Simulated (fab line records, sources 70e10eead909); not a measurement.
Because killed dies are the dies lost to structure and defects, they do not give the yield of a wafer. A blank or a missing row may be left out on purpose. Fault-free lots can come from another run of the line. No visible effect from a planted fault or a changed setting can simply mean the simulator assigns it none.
fab line records	flow nand_harc
[record] lots = 24	wafers = 72	last_day = 33
route steps=1302 shown A_STAIRCASE@743
lots that met no fault: taken from a fault-free run of the same line
start_h: start of the lot's first displayed wafer, in hours after the record's first day	wait_h: hours from the lot's prior step to this one	" repeats the value in the row above	L1.1+2: several wafers, shown together as one row	- no value, or no start given	* or withheld: withheld	< > ~ a bound
route shown NAME@n: NAME is a module with steps in the file, n the number in the route of the first one	usual: mean/standard deviation of fault-free wafers	same: alike in all rows	chamber/n: place in a boat	sites: each site's reading	_std_site: how widely they spread, as a standard deviation	_edge_site: mean of outer sites minus mean of inner sites	radius_mm: for every site, how far away it sits from the centre of the wafer	mask NAME#n: copy n	behind: the tool/chamber that last shaped the wafer	hold: why the lot was held/for how many hours/how that ended	device: names the non-switching transistor (n, p or np)	end of line: tests of these same wafers at the route's end	a step with no rows: only its recipe	killed: the dies lost at the first sort to structure and to defects; this is not the yield of the wafer	map: shows each die of a wafer: x if killed, . if not, _ if none is there
set.NAME: the setting as run; set.NAME@STEP: as run at that earlier step	model.NAME: the simulator's own value behind a step, which no gauge read
steps of the route over a sample of lots; a table a step, a row a wafer
services: a tool's chamber out of use, with start hour (start_h, from the record's first day; less than 0 if before it), hours out, and reason
[[steps]]
[step NHARC_A_STAIRCASE_TRIM_229]
[recipe] time_s = 211.2	o2_flow_sccm = 500	ar_flow_sccm = 0	bias_w = 0	chemistry = O2
[usual] drypump_motor_current_A = 6.0/0.33	oes_product_au = 0.999/0.011	rf_vpp_V = 57.9/0.82	showerhead_plenum_p_Torr = 3.52/0.12	throttle_valve_pct = 17.035/0.0095
lot.wafer	tool	chamber	start_h	wait_h	drypump_motor_current_A	oes_product_au	rf_hours_counter_h	rf_vpp_V	showerhead_plenum_p_Torr	throttle_valve_pct
L074.4	rie_diel-03	1	362.66	0.1	6.3	0.998	23	57.5	3.47	17.040
L074.5	"	0	"	"	6.1	1.013	-	56.7	3.50	17.029
L074.6	"	1	"	"	6.3	1.000	-	59.1	3.47	17.022
L075.4	rie_diel-03	3	386.86	0.1	6.2	1.002	32	58.5	3.67	17.042
L075.3	"	0	"	"	6.1	1.013	32	58.1	3.50	17.035
L075.6	"	3	"	"	6.2	0.995	-	58.5	3.67	17.033
L076.1	rie_diel-07	3	390.35	0.1	5.9	1.019	27	57.9	3.66	17.040
L076.2	"	0	"	"	5.1	0.988	29	57.7	3.50	17.023
L076.6	"	3	"	"	5.9	1.012	-	56.6	3.66	17.035
L077.3	rie_diel-03	2	395.99	0.1	6.0	0.991	33	59.3	3.73	17.035
L077.6	"	1	"	"	6.3	0.989	-	57.7	3.47	17.040
L077.5	"	2	"	"	6.0	1.005	-	58.5	3.73	17.032
L079.2	rie_diel-07	2	405.34	0.1	5.7	0.995	33	57.8	3.33	17.021
L079.4	"	3	"	"	5.9	1.016	32	57.5	3.65	17.048
L079.5	"	1	"	"	6.1	0.971	-	58.1	3.50	17.029
L078.3	rie_diel-01	2	405.84	0.1	6.0	0.987	4	55.8	3.42	17.049
L078.4	"	3	"	"	6.5	0.982	4	59.2	3.54	17.023
L078.5	"	0	"	"	5.7	0.973	-	59.1	3.53	17.049
L080.2	rie_diel-03	3	411.13	0.1	6.2	0.990	40	59.3	3.67	17.036
L080.3	"	1	"	"	6.3	0.993	39	57.8	3.46	17.027
L080.1	"	2	"	"	6.0	1.004	39	57.8	3.73	17.042
L082.3	rie_diel-03	3	432.11	0.1	6.2	1.007	45	58.9	3.66	17.032
L082.4	"	0	"	"	6.0	1.021	49	58.6	3.49	17.051
L082.5	"	1	"	"	6.3	0.996	-	58.9	3.46	17.043
L081.3	rie_diel-03	2	433.05	0.1	6.1	0.990	47	58.0	3.72	17.024
L081.1	"	3	"	"	6.2	1.001	45	58.5	3.66	17.051
L081.5	"	2	"	"	6.0	0.991	-	57.1	3.72	17.040
L084.4	rie_diel-01	1	463.72	0.1	6.5	0.995	22	57.0	3.43	17.043
L084.2	"	3	"	"	6.5	1.001	22	57.4	3.53	17.032
L084.6	"	2	"	"	6.0	1.011	-	58.3	3.41	17.037
L083.3	rie_diel-07	2	464.87	0.1	5.7	1.005	55	56.7	3.32	17.019
L083.4	"	0	"	"	5.1	0.999	-	57.6	3.48	17.034
L083.6	"	2	"	"	5.7	1.009	-	56.5	3.32	17.042
L085.2	rie_diel-01	0	469.23	0.2	5.7	0.987	22	58.0	3.52	17.039
L085.6	"	1	"	"	6.5	0.993	-	58.9	3.43	17.031
L085.5	"	2	"	"	6.0	1.004	-	57.7	3.40	17.047
L086.2	rie_diel-01	2	482.50	0.1	6.0	1.014	31	56.6	3.40	17.030
L086.1	"	0	"	"	5.7	1.006	27	58.7	3.52	17.057
L086.4	"	1	"	"	6.5	1.008	30	57.9	3.43	17.027
L087.3	rie_diel-03	1	490.85	0.1	6.3	0.989	11	58.9	3.45	17.026
L087.5	"	1	"	"	6.3	0.987	-	57.0	3.45	17.057
L087.6	"	2	"	"	6.0	1.010	-	56.7	3.72	17.030
L088.4	rie_diel-07	3	508.09	0.1	5.9	1.005	9	59.3	3.63	17.028
L088.3	"	1	"	"	6.0	1.008	7	58.5	3.49	17.043
L088.5	"	3	"	"	5.9	1.004	-	58.1	3.63	17.018
L089.1	rie_diel-03	1	508.37	0.1	6.3	0.984	17	56.7	3.45	17.036
L089.3	"	0	"	"	6.0	1.016	16	57.7	3.47	17.051
L089.5	"	1	"	"	6.3	0.987	-	57.4	3.45	17.040
L091.1	rie_diel-03	2	518.23	0.1	6.0	1.014	14	58.2	3.71	17.026
L091.2	"	0	"	"	6.1	1.015	19	57.5	3.47	17.028
L091.4	"	1	"	"	6.3	0.987	20	57.7	3.44	17.021
L090.4	rie_diel-07	0	518.48	0.1	5.1	0.992	11	57.2	3.47	17.048
L090.3	"	1	"	"	6.0	0.992	11	58.4	3.48	17.032
L090.6	"	0	"	"	5.1	0.991	-	57.3	3.47	17.032
L092.3	rie_diel-03	1	544.64	0.1	6.3	0.972	28	57.2	3.44	17.029
L092.1	"	2	"	"	6.1	0.984	22	58.0	3.71	17.028
L092.5	"	1	"	"	6.3	0.978	-	58.1	3.44	17.039
L094.1	rie_diel-01	1	550.87	0.1	6.5	1.002	56	58.2	3.41	17.032
L094.3	"	2	"	"	6.0	0.996	55	56.4	3.39	17.059
L094.2	"	0	"	"	5.7	0.997	50	57.7	3.50	17.042
L093.4	rie_diel-07	2	551.56	0.1	5.7	1.003	25	56.7	3.30	17.042
L093.6	"	1	"	"	6.0	0.980	-	58.7	3.48	17.038
L093.5	"	2	"	"	5.7	0.998	-	58.2	3.30	17.035
L095.1	rie_diel-01	3	571.90	0.1	6.5	1.009	0	57.6	3.51	17.043
L095.4	"	1	"	"	6.5	1.021	0	57.0	3.41	17.029
L095.6	"	3	"	"	6.5	1.001	-	58.8	3.51	17.038
L096.2	rie_diel-07	2	584.08	0.1	5.7	0.996	35	58.7	3.30	17.027
L096.5	"	3	"	"	5.9	1.001	-	58.2	3.62	17.032
L096.6	"	1	"	"	6.0	0.992	-	57.8	3.47	17.022
L097.3	rie_diel-07	2	584.87	0.2	5.7	1.011	36	58.0	3.30	17.018
L097.2	"	1	"	"	6.0	1.001	35	57.7	3.47	17.034
L097.5	"	2	"	"	5.7	1.012	-	56.9	3.30	17.029
[step NHARC_A_STAIRCASE_HM_DEP_456]
[recipe] target_thk_a = 31000	temp_c = 400	material = aC
[usual] throttle_valve_pct = 35.000/0.0079
lot.wafer	tool	chamber	start_h	wait_h	throttle_valve_pct
L074.4	acl_dep-02	0	369.67	-	34.992
L074.5	"	0	"	"	35.001
L074.6	"	0	"	"	35.006
L075.3	acl_dep-01	0	391.88	-	34.995
L075.4	"	0	"	"	35.011
L075.6	"	0	"	"	34.991
L076.1	acl_dep-01	0	395.01	-	34.997
L076.2	"	0	"	"	35.005
L076.6	"	0	396.56	-	35.001
L077.3	acl_dep-02	0	400.34	-	35.000
L077.5	"	0	"	"	34.995
L077.6	"	0	"	"	35.007
L079.2	acl_dep-02	0	409.23	-	35.012
L079.4	"	0	"	"	34.998
L079.5	"	0	"	"	34.999
L078.3	acl_dep-02	0	411.38	-	35.002
L078.4	"	0	"	"	35.008
L078.5	"	0	"	"	35.010
L080.1	acl_dep-01	0	414.69	-	34.993
L080.2	"	0	"	"	35.021
L080.3	"	0	"	"	35.003
L082.3	acl_dep-03	0	439.57	-	34.985
L082.4	"	0	"	"	35.003
L082.5	"	0	"	"	34.995
L081.1	acl_dep-03	0	440.77	-	35.009
L081.3	"	0	"	"	34.999
L081.5	"	0	"	"	35.002
L084.2	acl_dep-01	0	470.98	-	34.994
L084.4	"	0	"	"	35.006
L084.6	"	0	"	"	35.006
L085.2	acl_dep-03	0	472.92	-	35.014
L085.5	"	0	"	"	35.003
L085.6	"	0	"	"	35.000
L083.3	acl_dep-03	0	476.92	-	34.995
L083.4	"	0	"	"	35.002
L083.6	"	0	"	"	35.003
L086.1	acl_dep-01	0	492.46	-	34.988
L086.2	"	0	"	"	35.011
L086.4	"	0	"	"	35.003
L087.3	acl_dep-03	0	498.14	-	35.001
L087.5	"	0	"	"	35.000
L087.6	"	0	"	"	34.998
L088.3	acl_dep-01	0	515.83	-	34.983
L088.4	"	0	"	"	35.004
L088.5	"	0	"	"	35.005
L089.1	acl_dep-03	0	516.68	-	34.983
L089.3	"	0	"	"	35.000
L089.5	"	0	"	"	34.997
L091.1	acl_dep-03	0	525.62	-	34.997
L091.2	"	0	"	"	34.993
L091.4	"	0	"	"	35.020
L090.3	acl_dep-02	0	527.06	-	35.000
L090.4	"	0	"	"	35.000
L090.6	"	0	"	"	35.015
L092.1	acl_dep-03	0	548.45	-	34.995
L092.3	"	0	"	"	35.009
L092.5	"	0	"	"	35.002
L094.1	acl_dep-02	0	554.34	-	34.991
L094.2	"	0	"	"	35.009
L094.3	"	0	"	"	35.014
L093.4	acl_dep-03	0	560.28	-	34.993
L093.5	"	0	"	"	34.995
L093.6	"	0	"	"	34.997
L095.1	acl_dep-02	0	575.46	-	34.986
L095.4	"	0	"	"	34.992
L095.6	"	0	"	"	35.008
L096.2	acl_dep-02	0	588.40	-	35.001
L096.5	"	0	"	"	34.995
L096.6	"	0	"	"	34.990
L097.2	acl_dep-03	0	589.14	-	34.990
L097.3	"	0	"	"	34.990
L097.5	"	0	"	"	34.993
[step NHARC_A_STAIRCASE_HM_DEP_462]
[recipe] target_thk_a = 8000	temp_c = 400	material = aC
[usual] throttle_valve_pct = 35.001/0.0086
lot.wafer	tool	chamber	start_h	wait_h	throttle_valve_pct
L074.4	acl_dep-01	0	388.44	1.0	35.009
L074.5	"	0	"	"	35.003
L074.6	"	0	"	"	35.006
L075.3	acl_dep-02	0	405.84	3.3	35.007
L075.4	"	0	"	"	34.996
L075.6	"	0	"	"	35.008
L076.1	acl_dep-03	0	409.37	0.2	35.000
L076.2	"	0	"	"	35.008
L076.6	"	0	410.91	1.7	35.004
L077.3	acl_dep-03	0	413.11	0.7	34.993
L077.5	"	0	"	"	35.004
L077.6	"	0	"	"	35.015
L079.2	acl_dep-01	0	422.90	2.7	34.990
L079.4	"	0	"	"	35.010
L079.5	"	0	"	"	34.997
L078.3	acl_dep-01	0	425.69	3.6	34.998
L078.4	"	0	"	"	35.018
L078.5	"	0	"	"	35.004
L080.1	acl_dep-03	0	428.29	0.1	34.995
L080.2	"	0	"	"	35.018
L080.3	"	0	"	"	35.002
L081.1	acl_dep-01	0	455.71	1.1	35.006
L081.3	"	0	"	"	35.004
L081.5	"	0	"	"	35.006
L082.3	acl_dep-02	0	455.84	1.5	35.004
L082.4	"	0	"	"	34.992
L082.5	"	0	"	"	34.996
L084.2	acl_dep-01	0	485.31	3.6	34.995
L084.4	"	0	"	"	35.011
L084.6	"	0	"	"	34.981
L085.2	acl_dep-01	0	487.15	3.7	34.995
L085.5	"	0	"	"	35.008
L085.6	"	0	"	"	34.995
L083.3	acl_dep-01	0	494.93	4.7	35.011
L083.4	"	0	"	"	35.007
L083.6	"	0	"	"	34.987
L086.1	acl_dep-03	0	503.34	0.1	35.008
L086.2	"	0	"	"	35.008
L086.4	"	0	"	"	34.993
L087.3	acl_dep-02	0	513.82	2.9	34.984
L087.5	"	0	"	"	34.996
L087.6	"	0	"	"	34.985
L088.3	acl_dep-03	0	532.52	2.9	35.020
L088.4	"	0	"	"	35.003
L088.5	"	0	"	"	34.996
L089.1	acl_dep-01	0	535.14	2.6	34.989
L089.3	"	0	"	"	35.007
L089.5	"	0	"	"	35.013
L091.1	acl_dep-02	0	539.96	1.2	34.994
L091.2	"	0	"	"	35.007
L091.4	"	0	"	"	35.001
L090.3	acl_dep-02	0	543.92	0.7	34.990
L090.4	"	0	"	"	35.003
L090.6	"	0	"	"	34.983
L092.1	acl_dep-02	0	564.85	3.6	35.007
L092.3	"	0	"	"	34.994
L092.5	"	0	"	"	34.993
L094.1	acl_dep-01	0	569.15	0.8	35.004
L094.2	"	0	"	"	35.000
L094.3	"	0	"	"	35.005
L093.4	acl_dep-02	0	572.70	1.0	34.992
L093.5	"	0	"	"	34.998
L093.6	"	0	"	"	34.993
L095.1	acl_dep-01	0	588.36	0.1	35.016
L095.4	"	0	"	"	35.006
L095.6	"	0	"	"	34.997
L096.2	acl_dep-01	0	603.52	2.7	34.994
L096.5	"	0	"	"	34.987
L096.6	"	0	"	"	35.006
L097.2	acl_dep-02	0	606.10	3.1	35.006
L097.3	"	0	"	"	35.007
L097.5	"	0	"	"	35.002
[step NHARC_A_STAIRCASE_STRIP_316]
[recipe] o2_flow_sccm = 500	ar_flow_sccm = 0	bias_w = 0	chemistry = O2
[usual] drypump_motor_current_A = 5.9/0.36	oes_product_au = 0.998/0.0093	rf_vpp_V = 57.8/0.74	showerhead_plenum_p_Torr = 3.49/0.12	throttle_valve_pct = 17.036/0.0096
lot.wafer	tool	chamber	start_h	wait_h	drypump_motor_current_A	oes_product_au	rf_hours_counter_h	rf_vpp_V	showerhead_plenum_p_Torr	throttle_valve_pct
L074.4	rie_diel-03	3	-	-	6.1	0.991	34	57.9	3.67	17.043
L074.6	"	2	"	"	6.0	0.998	-	57.8	3.73	17.053
L074.5	"	3	"	"	6.2	0.995	-	56.7	3.67	17.039
L075.4	rie_diel-07	0	-	-	5.1	0.998	36	58.2	3.49	17.013
L075.3	"	2	"	"	5.7	0.999	34	57.9	3.33	17.035
L075.6	"	0	"	"	5.1	0.996	-	58.1	3.49	17.052
L076.2	rie_diel-07	3	-	-	5.9	1.020	35	58.1	3.65	17.033
L076.1	"	0	"	"	5.1	0.990	37	57.9	3.49	17.032
L076.6	"	2	"	"	5.6	1.009	-	57.1	3.33	17.042
L077.3	rie_diel-01	0	-	-	5.7	0.998	6	57.5	3.53	17.028
L077.5	"	3	"	"	6.5	0.996	-	58.2	3.54	17.021
L077.6	"	0	"	"	5.7	0.990	-	55.8	3.53	17.044
L079.2	rie_diel-01	0	-	-	5.7	0.983	8	58.1	3.53	17.046
L079.4	"	1	"	"	6.5	1.002	8	58.2	3.44	17.027
L079.5	"	3	"	"	6.5	0.986	-	58.4	3.53	17.044
L078.3	rie_diel-03	0	-	-	6.1	0.998	49	58.7	3.49	17.058
L078.4	"	1	"	"	6.3	0.985	47	57.7	3.46	17.051
L078.5	"	2	"	"	6.0	0.988	-	57.2	3.72	17.035
L080.3	rie_diel-03	1	-	-	6.3	0.997	47	58.1	3.46	17.036
L080.1	"	2	"	"	6.0	0.982	47	58.3	3.72	17.053
L080.2	"	0	"	"	6.1	1.013	49	56.6	3.48	17.041
L082.3	rie_diel-07	3	-	-	5.9	0.997	54	56.5	3.64	17.046
L082.5	"	1	"	"	6.0	0.992	-	58.4	3.49	17.041
L082.4	"	3	"	"	5.9	1.012	-	57.2	3.64	17.029
L081.1	rie_diel-07	3	-	-	5.8	1.012	54	58.4	3.64	17.016
L081.3	"	1	"	"	6.0	0.994	53	58.1	3.49	17.053
L081.5	"	3	"	"	5.9	1.013	-	59.0	3.64	17.044
L084.4	rie_diel-07	3	-	-	5.9	0.998	2	59.1	3.63	17.045
L084.2	"	0	"	"	5.1	0.991	1	56.4	3.48	17.033
L084.6	"	2	"	"	5.7	1.007	-	57.4	3.32	17.022
L085.2	rie_diel-07	2	-	-	5.7	1.000	2	58.3	3.32	17.035
L085.6	"	2	"	"	5.7	1.006	-	58.2	3.32	17.040
L085.5	"	3	"	"	5.9	0.992	-	57.7	3.63	17.039
L083.3	rie_diel-01	1	-	-	6.5	0.995	33	57.8	3.43	17.031
L083.4	"	0	"	"	5.7	0.998	29	55.9	3.51	17.021
L083.6	"	2	"	"	6.0	0.999	-	58.2	3.40	17.039
L086.2	rie_diel-03	1	-	-	6.3	0.974	17	58.5	3.45	17.038
L086.1	"	2	"	"	6.1	1.008	11	57.3	3.71	17.045
L086.4	"	0	"	"	6.1	0.997	-	56.2	3.47	17.039
L087.3	rie_diel-01	1	-	-	6.5	0.990	42	58.8	3.42	17.039
L087.6	"	1	"	"	6.5	0.991	-	58.1	3.42	17.035
L087.5	"	2	"	"	6.0	1.009	-	58.3	3.40	17.051
L088.3	rie_diel-03	3	-	-	6.1	0.983	17	58.6	3.65	17.053
L088.4	"	0	"	"	6.1	1.009	24	57.1	3.47	17.031
L088.5	"	0	"	"	6.0	1.001	-	58.3	3.47	17.041
L089.3	rie_diel-07	1	-	-	6.0	0.990	18	59.0	3.48	17.044
L089.1	"	3	"	"	5.9	1.005	19	58.5	3.62	17.041
L089.5	"	2	"	"	5.7	1.009	-	57.4	3.31	17.045
L091.1	rie_diel-07	3	-	-	5.9	1.007	22	58.6	3.62	17.032
L091.2	"	0	"	"	5.1	0.981	20	55.7	3.47	17.031
L091.4	"	2	"	"	5.7	0.995	23	57.5	3.30	17.032
L090.4	rie_diel-07	3	-	-	5.9	1.007	23	58.4	3.62	17.033
L090.3	"	1	"	"	6.0	0.996	22	58.3	3.48	17.036
L090.6	"	2	"	"	5.7	1.011	-	57.0	3.30	17.027
L092.3	rie_diel-07	2	-	-	5.6	1.004	30	56.7	3.30	17.042
L092.1	"	3	"	"	5.9	0.999	29	58.3	3.62	17.045
L092.5	"	0	"	"	5.1	0.986	-	57.0	3.46	17.048
L094.3	rie_diel-07	0	-	-	5.2	0.993	29	57.7	3.46	17.016
L094.1	"	2	"	"	5.7	0.998	31	56.9	3.30	17.029
L094.2	"	3	"	"	5.9	1.002	30	57.6	3.62	17.026
L093.4	rie_diel-07	0	-	-	5.1	0.993	30	57.4	3.46	17.025
L093.6	"	2	"	"	5.7	1.007	-	58.0	3.30	17.047
L093.5	"	3	"	"	5.9	1.009	-	58.3	3.62	17.056
L095.1	rie_diel-07	1	-	-	6.0	0.989	39	58.6	3.47	17.034
L095.4	"	1	"	"	6.0	0.991	-	58.1	3.47	17.032
L095.6	"	2	"	"	5.6	0.998	-	57.3	3.30	17.044
L096.2	rie_diel-01	0	-	-	5.7	0.996	15	57.2	3.49	17.036
L096.6	"	1	"	"	6.5	1.016	-	58.0	3.41	17.032
L096.5	"	2	"	"	6.0	1.009	-	57.5	3.38	17.034
L097.3	rie_diel-01	1	-	-	6.5	1.015	14	57.3	3.41	17.028
L097.2	"	0	"	"	5.7	0.994	16	57.9	3.49	17.035
L097.5	"	1	"	"	6.5	1.006	-	58.4	3.41	17.043
[step NHARC_A_STAIRCASE_ALD_415]
[recipe] target_thk_a = 300	pulse_time_s = 6	ald_cycles = 300	temp_c = 300	material = SiO2
[usual] heater_power_w = 425/41	precursor_pulse_height_rel = 1.001/0.019
[same] pulse_time_s = 6
lot.wafer	tool	chamber	start_h	wait_h	heater_power_w	precursor_pulse_height_rel
L074.4	ald_hk-02	1	392.78	0.5	440	1.017
L074.5	"	3	"	"	394	1.008
L074.6	"	0	"	"	378	1.024
L075.3	ald_hk-01	1	409.96	0.1	487	1.002
L075.4	"	0	"	"	411	0.972
L075.6	"	2	"	"	467	1.002
L076.1	ald_hk-01	2	414.41	0.3	470	1.008
L076.2	"	0	"	"	415	0.983
L076.6	"	1	"	"	507	1.023
L077.3	ald_hk-03	0	417.48	0.3	408	0.985
L077.6	"	3	"	"	471	0.994
L077.5	"	0	"	"	399	0.991
L079.2	ald_hk-02	1	427.18	0.1	432	0.992
L079.4	"	0	"	"	370	1.023
L079.5	"	2	"	"	435	1.040
L078.4	ald_hk-03	1	429.76	0.1	452	0.996
L078.3	"	3	"	"	459	1.004
L078.5	"	1	"	"	441	0.993
L080.2	ald_hk-02	0	433.26	0.3	366	0.985
L080.1	"	1	"	"	436	1.025
L080.3	"	2	"	"	436	1.018
L082.4	ald_hk-03	0	460.74	0.1	397	1.011
L082.3	"	3	"	"	476	1.017
L082.5	"	1	"	"	449	1.037
L081.1	ald_hk-02	0	462.05	1.2	367	1.020
L081.3	"	1	"	"	444	1.000
L081.5	"	0	"	"	372	0.999
L084.4	ald_hk-01	0	489.60	0.1	437	1.008
L084.2	"	1	"	"	506	0.987
L084.6	"	1	"	"	500	0.993
L085.2	ald_hk-02	1	492.14	0.3	445	1.012
L085.5	"	0	"	"	362	1.003
L085.6	"	1	"	"	453	0.973
L083.4	ald_hk-03	3	499.45	0.5	470	1.007
L083.3	"	0	"	"	411	1.019
L083.6	"	3	"	"	469	0.964
L086.4	ald_hk-01	3	508.31	0.1	412	1.021
L086.2	"	0	"	"	407	0.990
L086.1	"	1	"	"	506	0.999
L087.3	ald_hk-03	0	519.29	0.8	418	0.984
L087.5	"	1	"	"	461	1.019
L087.6	"	2	"	"	366	1.013
L088.4	ald_hk-03	1	536.84	0.3	440	1.030
L088.3	"	2	"	"	370	0.992
L088.5	"	0	"	"	406	1.019
L089.1	ald_hk-03	2	539.83	0.1	367	1.015
L089.3	"	1	"	"	460	1.023
L089.5	"	2	"	"	372	1.011
L091.4	ald_hk-03	2	544.99	0.1	360	0.958
L091.2	"	0	"	"	406	0.974
L091.1	"	1	"	"	440	0.996
L090.3	ald_hk-03	3	547.95	0.1	465	0.991
L090.4	"	0	"	"	410	1.007
L090.6	"	0	"	"	400	0.980
L092.1	ald_hk-02	0	570.21	0.1	397	0.955
L092.3	"	3	"	"	399	1.025
L092.5	"	0	"	"	393	0.978
L094.3	ald_hk-02	3	573.86	0.1	402	0.972
L094.1	"	0	"	"	400	0.998
L094.2	"	2	"	"	435	1.021
L093.4	ald_hk-02	3	577.18	0.7	396	0.994
L093.5	"	0	"	"	392	1.043
L093.6	"	1	"	"	415	0.964
L095.1	ald_hk-01	1	593.54	0.3	503	1.020
L095.4	"	3	"	"	411	0.995
L095.6	"	0	"	"	437	1.008
L096.2	ald_hk-03	2	607.95	0.1	359	0.979
L096.5	"	2	"	"	376	0.981
L096.6	"	3	"	"	440	1.003
L097.2	ald_hk-01	2	610.52	0.1	488	0.977
L097.3	"	0	"	"	430	0.985
L097.5	"	3	612.83	2.4	410	0.999
[step NHARC_A_STAIRCASE_ETCHBACK_416]
[recipe] target_depth_a = 360	time_s = 7.2	c4f8_flow_sccm = withheld	o2_flow_sccm = 8	ar_flow_sccm = withheld	rf_w = 600	bias_w = 800	chemistry = C4F8/O2/Ar
[usual] oes_product_au = 0.935/0.028	rf_fwd_power_W = 586.1/2.7	rf_vpp_V = 723/3.2
lot.wafer	tool	chamber	start_h	wait_h	oes_product_au	rf_fwd_power_W	rf_hours_counter_h	rf_vpp_V
L074.4	rie_diel-03	1	-	-	0.926	586.3	33	722
L074.6	"	1	"	"	0.929	587.5	-	721
L074.5	"	2	"	"	0.919	589.4	-	728
L075.3	rie_diel-03	0	-	-	0.942	585.3	41	723
L075.4	"	2	"	"	0.931	588.6	39	728
L075.6	"	0	"	"	0.939	586.4	-	722
L076.2	rie_diel-01	0	-	-	1.002	584.2	6	723
L076.1	"	3	"	"	0.990	583.2	6	723
L076.6	"	1	"	"	1.001	580.8	-	720
L077.3	rie_diel-07	1	-	-	0.918	584.6	39	723
L077.5	"	0	"	"	0.927	584.3	-	723
L077.6	"	1	"	"	0.910	581.4	-	722
L079.2	rie_diel-01	3	-	-	0.921	583.7	10	724
L079.4	"	2	"	"	0.929	587.3	11	720
L079.5	"	3	"	"	0.920	587.6	-	724
L078.3	rie_diel-01	0	-	-	0.918	582.1	9	723
L078.4	"	3	"	"	0.920	585.2	10	723
L078.5	"	1	"	"	0.920	586.3	-	721
L080.2	rie_diel-03	2	-	-	0.905	586.5	48	729
L080.1	"	0	"	"	0.929	585.0	50	724
L080.3	"	1	"	"	0.913	590.8	48	722
L082.4	rie_diel-01	3	-	-	0.930	584.7	22	724
L082.3	"	1	"	"	0.910	586.8	22	720
L082.5	"	3	"	"	0.937	585.9	-	723
L081.1	rie_diel-01	0	-	-	0.927	584.4	20	724
L081.3	"	2	"	"	0.933	583.6	24	721
L081.5	"	1	"	"	0.935	586.1	-	721
L084.2	rie_diel-01	3	-	-	0.926	584.7	30	723
L084.4	"	2	"	"	0.924	584.7	33	719
L084.6	"	3	"	"	0.919	585.4	-	723
L085.2	rie_diel-03	0	-	-	0.930	586.6	11	722
L085.5	"	1	"	"	0.907	586.6	-	721
L085.6	"	2	"	"	0.936	588.4	-	729
L083.3	rie_diel-07	3	-	-	0.999	590.6	6	728
L083.4	"	0	"	"	0.998	580.8	5	723
L083.6	"	0	"	"	0.996	585.9	-	721
L086.1	rie_diel-07	3	-	-	0.932	593.3	10	725
L086.2	"	1	"	"	0.916	584.9	8	722
L086.4	"	2	"	"	0.920	583.6	9	715
L087.3	rie_diel-07	0	-	-	0.915	585.6	12	721
L087.6	"	2	"	"	0.932	585.8	-	716
L087.5	"	3	"	"	0.929	594.1	-	727
L088.3	rie_diel-03	2	-	-	0.942	588.4	20	728
L088.4	"	0	"	"	0.936	585.2	25	722
L088.5	"	3	"	"	0.922	584.4	-	726
L089.1	rie_diel-07	0	-	-	0.926	588.7	19	721
L089.3	"	3	"	"	0.934	591.3	20	726
L089.5	"	1	"	"	0.922	584.7	-	721
L091.2	rie_diel-03	2	-	-	0.936	587.7	23	728
L091.1	"	3	"	"	0.910	585.0	21	726
L091.4	"	0	"	"	0.941	587.4	28	722
L090.3	rie_diel-01	0	-	-	0.935	584.9	50	722
L090.4	"	3	"	"	0.924	581.3	49	723
L090.6	"	1	"	"	0.916	584.9	-	720
L092.1	rie_diel-03	2	-	-	0.931	585.0	35	729
L092.3	"	3	"	"	0.921	585.3	31	727
L092.5	"	0	"	"	0.924	585.7	-	721
L094.3	rie_diel-03	0	-	-	0.936	581.1	38	720
L094.1	"	1	"	"	0.928	588.2	40	721
L094.2	"	2	"	"	0.939	587.8	35	727
L093.4	rie_diel-01	0	-	-	1.000	585.7	1	721
L093.6	"	1	"	"	1.018	585.5	-	720
L093.5	"	2	"	"	1.009	583.3	-	719
L095.1	rie_diel-03	2	-	-	0.921	590.3	44	729
L095.4	"	3	"	"	0.914	585.6	41	727
L095.6	"	1	"	"	0.912	588.1	-	721
L096.2	rie_diel-07	3	-	-	0.936	590.2	40	726
L096.5	"	3	"	"	0.933	590.4	-	726
L096.6	"	0	"	"	0.933	587.8	-	721
L097.2	rie_diel-07	3	613.99	3.0	0.933	590.9	42	726
L097.3	"	1	"	"	0.925	586.7	43	720
L097.5	"	2	"	"	0.923	584.5	-	715
[[services]]
tool	chamber	start_h	hours	kind
rie_diel-07	3	341.56	4.2	repair
rie_diel-03	-	344.08	1.1	repair
ald_hk-02	-	350.27	10.0	pm
rie_diel-07	0	352.22	-	clean
rie_diel-07	1	352.22	-	clean
rie_diel-07	2	352.22	-	clean
rie_diel-07	3	352.22	-	clean
acl_dep-01	-	368.42	13.0	pm
rie_diel-01	-	385.22	9.0	pm
ald_hk-03	-	391.36	10.0	pm
ald_hk-02	-	396.91	1.1	repair
rie_diel-03	3	412.11	5.2	repair
acl_dep-02	-	427.45	13.0	pm
rie_diel-03	-	458.41	9.0	pm
rie_diel-07	1	464.75	7.1	repair
rie_diel-07	-	472.80	9.0	pm
ald_hk-01	-	478.51	10.0	pm
acl_dep-03	-	480.29	13.0	pm
rie_diel-03	3	497.25	12.1	repair
ald_hk-02	-	528.77	10.0	pm
acl_dep-01	-	550.27	13.0	pm
ald_hk-03	-	569.36	10.0	pm
rie_diel-03	2	599.68	6.0	repair
acl_dep-02	-	611.52	13.0	pm
[[key]]
fault none
